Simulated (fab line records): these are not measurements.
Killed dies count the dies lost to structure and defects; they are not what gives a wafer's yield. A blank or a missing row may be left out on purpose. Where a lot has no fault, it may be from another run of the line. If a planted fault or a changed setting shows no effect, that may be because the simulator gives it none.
Matching of chambers	flow n5 finfet	rie diel-04 running N5_BEOL_M14_ETCH_68: 4 sister chambers
The step etches SOC in N2/H2, time 450 s. 16 wafers are shown with their chamber, then 8 later ones without.

== WAFERS WITH THEIR CHAMBER ==
wafer	chamber	showerhead plenum p Torr (Torr)	throttle valve pct (%)	oes product au (a.u.)
L076.1	3	2.70	17.2	0.90
L076.4	0	2.53	18.3	0.71
L076.5	1	2.59	17.5	0.85
L077.1	1	2.59	17.6	0.84
L077.4	3	2.70	17.2	0.89
L077.5	0	2.53	18.3	0.71
L080.1	3	2.69	17.2	0.87
L080.4	1	2.58	17.6	0.82
L080.6	0	2.52	18.3	0.69
L081.1	3	2.69	17.2	0.86
L081.3	2	2.40	18.1	0.67
L081.4	0	2.52	18.3	0.69
L083.2	1	2.58	17.6	0.82
L083.4	1	2.58	17.6	0.82
L083.6	3	2.69	17.2	0.87
L092.1	3	2.68	17.3	0.84

SIGNATURES, as means of the wafers listed above
reading	chamber 0	chamber 1	chamber 2	chamber 3	scatter within a chamber
showerhead plenum p Torr	2.5250	2.5840	2.4000	2.6917	0.00648
throttle valve pct	18.300	17.580	18.100	17.217	0.0369
oes product au	0.7000	0.8300	0.6700	0.8717	0.017
Rule: a wafer's distance from a chamber is the root of the sum, over the readings, of the square of ((its reading less the chamber's mean) divided by the reading's scatter). The wafer belongs to the nearest chamber; if the next one is less than 2 further off, it can't be placed. How the scatter is found: for the shown wafers, subtract from each reading the mean of its chamber, square and add these, divide the total by (wafers less chambers), then take the root.

== WAFERS WHOSE CHAMBER IS MISSING ==
wafer	showerhead plenum p Torr (Torr)	throttle valve pct (%)	oes product au (a.u.)
L092.2	2.71	17.7	0.92
L092.6	2.57	17.6	0.80
L091.1	2.51	18.3	0.68
L091.2	2.71	17.7	0.92
L091.6	2.68	17.3	0.83
L095.2	2.68	17.3	0.83
L095.5	2.68	17.3	0.82
L095.6	2.70	17.7	0.90

== THE CHAMBER EACH PASSED THROUGH ==
wafer	from the rows above	in truth
L092.2	3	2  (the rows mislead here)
L092.6	1	1
L091.1	0	0
L091.2	3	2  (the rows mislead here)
L091.6	3	3
L095.2	3	3
L095.5	3	3
L095.6	3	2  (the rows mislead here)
5 of 8 placed correctly. From these rows, 0 cannot be placed. Placed wrongly: 3.
